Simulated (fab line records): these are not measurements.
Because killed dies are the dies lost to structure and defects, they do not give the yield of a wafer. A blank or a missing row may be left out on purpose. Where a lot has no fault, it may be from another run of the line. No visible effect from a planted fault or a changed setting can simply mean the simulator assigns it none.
Which tool is to blame? :: flow n5 finfet :: 24 lots with 72 wafers sampled at 2 steps, on a route of 1938 steps

## WHAT THE GAUGES SHOWED, per wafer
N5_BEOL_M7_OCD_MEAS_38. Usual: trench depth nm 93.8 nm, standard deviation 1.7.
lot: L074
measured: day 8 22:27
on: ocd-01
trench depth nm (nm): 94.8 94.4 93.6
flag: 

lot: L076
measured: day 9 01:51
on: ocd-02
trench depth nm (nm): 95.1 90.7 92.7
flag: 

lot: L075
measured: day 9 06:26
on: ocd-02
trench depth nm (nm): 93.2 91.9 93.6
flag: 

lot: L078
measured: day 10 00:05
on: ocd-02
trench depth nm (nm): 92.7 93.5 93.3
flag: 

lot: L077
measured: day 10 07:37
on: ocd-01
trench depth nm (nm): 96.1 91.2 95.2
flag: 

lot: L079
measured: day 10 08:02
on: ocd-01
trench depth nm (nm): 94.4 92.1 97.0
flag: 

lot: L080
measured: day 11 01:02
on: ocd-01
trench depth nm (nm): 97.4 95.6 95.0
flag: 

lot: L083
measured: day 11 05:25
on: ocd-01
trench depth nm (nm): 90.0 92.1 90.9
flag: 

lot: L081
measured: day 11 05:49
on: ocd-01
trench depth nm (nm): 92.8 97.7 92.1
flag: 

lot: L082
measured: day 11 07:50
on: ocd-01
trench depth nm (nm): 94.1 90.6 94.0
flag: 

lot: L085
measured: day 11 17:45
on: ocd-02
trench depth nm (nm): 95.3 93.6 93.6
flag: 

lot: L084
measured: day 11 17:55
on: ocd-01
trench depth nm (nm): 90.2 91.5 91.8
flag: 

lot: L086
measured: day 12 04:44
on: ocd-02
trench depth nm (nm): 92.9 91.9 93.6
flag: 

lot: L088
measured: day 12 11:16
on: ocd-01
trench depth nm (nm): 95.7 94.9 94.7
flag: 

lot: L087
measured: day 12 21:24
on: ocd-02
trench depth nm (nm): 97.5 90.4 93.7
flag: 

lot: L090
measured: day 13 02:23
on: ocd-01
trench depth nm (nm): 94.2 93.5 93.6
flag: 

lot: L092
measured: day 13 02:44
on: ocd-02
trench depth nm (nm): 94.0 94.5 97.2
flag: 

lot: L089
measured: day 13 02:46
on: ocd-01
trench depth nm (nm): 92.7 93.9 94.5
flag: 

lot: L091
measured: day 13 07:30
on: ocd-01
trench depth nm (nm): 91.8 93.9 94.7
flag: 

lot: L093
measured: day 13 22:37
on: ocd-01
trench depth nm (nm): 94.0 95.1 95.0
flag: 

lot: L095
measured: day 13 23:02
on: ocd-02
trench depth nm (nm): 94.6 93.3 94.1
flag: 

lot: L094
measured: day 14 06:52
on: ocd-01
trench depth nm (nm): 94.1 96.0 91.9
flag: 

lot: L097
measured: day 14 20:25
on: ocd-01
trench depth nm (nm): 92.5 91.9 95.0
flag: 

lot: L096
measured: day 14 22:46
on: ocd-01
trench depth nm (nm): 97.7 93.6 93.8
flag: 

## EACH LOT AND THE TOOL THAT RAN IT (in order: tool; ch and the chambers of the sampled wafers; start)
lot: L074
N5_BEOL_M7_CURE_74: uv cure-03 ch 1, day 8 17:46

lot: L076
N5_BEOL_M7_CURE_74: uv cure-03 ch 0, day 8 20:40

lot: L075
N5_BEOL_M7_CURE_74: uv cure-01 ch 0, day 9 00:50

lot: L078
N5_BEOL_M7_CURE_74: uv cure-01 ch 1, day 9 20:12

lot: L077
N5_BEOL_M7_CURE_74: uv cure-02 ch 0, day 10 02:10

lot: L079
N5_BEOL_M7_CURE_74: uv cure-01 ch 2, day 10 02:46

lot: L080
N5_BEOL_M7_CURE_74: uv cure-02 ch 1, day 10 18:36

lot: L083
N5_BEOL_M7_CURE_74: uv cure-03 ch 2, day 10 21:31

lot: L081
N5_BEOL_M7_CURE_74: uv cure-02 ch 1, day 10 21:43

lot: L082
N5_BEOL_M7_CURE_74: uv cure-03 ch 1, day 11 02:16

lot: L085
N5_BEOL_M7_CURE_74: uv cure-01 ch 1, day 11 11:11

lot: L084
N5_BEOL_M7_CURE_74: uv cure-03 ch 0, day 11 11:46

lot: L086
N5_BEOL_M7_CURE_74: uv cure-03 ch 2, day 12 01:27

lot: L088
N5_BEOL_M7_CURE_74: uv cure-03 ch 2, day 12 01:56

lot: L087
N5_BEOL_M7_CURE_74: uv cure-03 ch 2, day 12 14:18

lot: L090
N5_BEOL_M7_CURE_74: uv cure-02 ch 1, day 12 19:17

lot: L092
N5_BEOL_M7_CURE_74: uv cure-02 ch 0, day 12 20:01

lot: L089
N5_BEOL_M7_CURE_74: uv cure-02 ch 1, day 12 20:25

lot: L091
N5_BEOL_M7_CURE_74: uv cure-02 ch 1, day 13 03:56

lot: L093
N5_BEOL_M7_CURE_74: uv cure-03 ch 2, day 13 18:38

lot: L095
N5_BEOL_M7_CURE_74: uv cure-02 ch 0, day 13 19:59

lot: L094
N5_BEOL_M7_CURE_74: uv cure-03 ch 0, day 13 23:48

lot: L097
N5_BEOL_M7_CURE_74: uv cure-01 ch 1, day 14 15:14

lot: L096
N5_BEOL_M7_CURE_74: uv cure-03 ch 2, day 14 15:27
- N5_BEOL_M7_CURE_74: cures SiCOH lowk, time 240 s.

## WHAT THE TOOLS THEMSELVES READ (means of the sampled wafers that have a number; where no wafer has one, the mark that the record gives instead)
N5_BEOL_M7_CURE_74. Usual: lamp power pct 52.31 %, standard deviation 0.058; wafer_temp_C_max 386.7, standard deviation 0.49.
lot: L074
tool: uv cure-03
lamp power pct (%): 52.31
wafer_temp_C_max: 386.8
flag: 

lot: L076
tool: uv cure-03
lamp power pct (%): 52.34
wafer_temp_C_max: 387.9
flag: 

lot: L075
tool: uv cure-01
lamp power pct (%): 52.31
wafer_temp_C_max: 386.1
flag: 

lot: L078
tool: uv cure-01
lamp power pct (%): 52.32
wafer_temp_C_max: 386.3
flag: 

lot: L077
tool: uv cure-02
lamp power pct (%): 52.29
wafer_temp_C_max: 386.7
flag: 

lot: L079
tool: uv cure-01
lamp power pct (%): 52.28
wafer_temp_C_max: 386.7
flag: 

lot: L080
tool: uv cure-02
lamp power pct (%): 52.32
wafer_temp_C_max: 387.0
flag: 

lot: L083
tool: uv cure-03
lamp power pct (%): 52.32
wafer_temp_C_max: 386.5
flag: 

lot: L081
tool: uv cure-02
lamp power pct (%): 52.33
wafer_temp_C_max: 386.5
flag: 

lot: L082
tool: uv cure-03
lamp power pct (%): 52.33
wafer_temp_C_max: 386.8
flag: 

lot: L085
tool: uv cure-01
lamp power pct (%): 52.25
wafer_temp_C_max: 386.0
flag: 

lot: L084
tool: uv cure-03
lamp power pct (%): 52.37
wafer_temp_C_max: 387.0
flag: 

lot: L086
tool: uv cure-03
lamp power pct (%): 52.27
wafer_temp_C_max: 386.4
flag: 

lot: L088
tool: uv cure-03
lamp power pct (%): 52.25
wafer_temp_C_max: 386.5
flag: 

lot: L087
tool: uv cure-03
lamp power pct (%): 52.28
wafer_temp_C_max: 386.4
flag: 

lot: L090
tool: uv cure-02
lamp power pct (%): 52.31
wafer_temp_C_max: 387.2
flag: 

lot: L092
tool: uv cure-02
lamp power pct (%): 52.31
wafer_temp_C_max: 386.6
flag: 

lot: L089
tool: uv cure-02
lamp power pct (%): 52.30
wafer_temp_C_max: 386.8
flag: 

lot: L091
tool: uv cure-02
lamp power pct (%): 52.34
wafer_temp_C_max: 387.0
flag: 

lot: L093
tool: uv cure-03
lamp power pct (%): 52.31
wafer_temp_C_max: 386.4
flag: 

lot: L095
tool: uv cure-02
lamp power pct (%): 52.35
wafer_temp_C_max: 386.9
flag: 

lot: L094
tool: uv cure-03
lamp power pct (%): 52.33
wafer_temp_C_max: 387.0
flag: 

lot: L097
tool: uv cure-01
lamp power pct (%): 52.34
wafer_temp_C_max: 386.1
flag: 

lot: L096
tool: uv cure-03
lamp power pct (%): 52.30
wafer_temp_C_max: 386.6
flag: 

## THE ANSWER, worked out from the rows above alone
Rule: take the mean of a lot's wafers that have a number; if it is more than 3 standard deviations from the usual mean, the lot is off. Also off: a lot with no number at a reading for which 4 or more lots have one. All remaining lots with rows at the step are treated as sound. First the gauges in route order, then the tools' own readings, where a lot's mean is used as printed above. The first step at which some lot is off is used, and at that step the reading that is off furthest; a lot without a number counts as furthest.
Across all readings shown, no lot is off: no conclusion can be drawn from this.

## WHAT THE SIMULATOR HAD INSERTED
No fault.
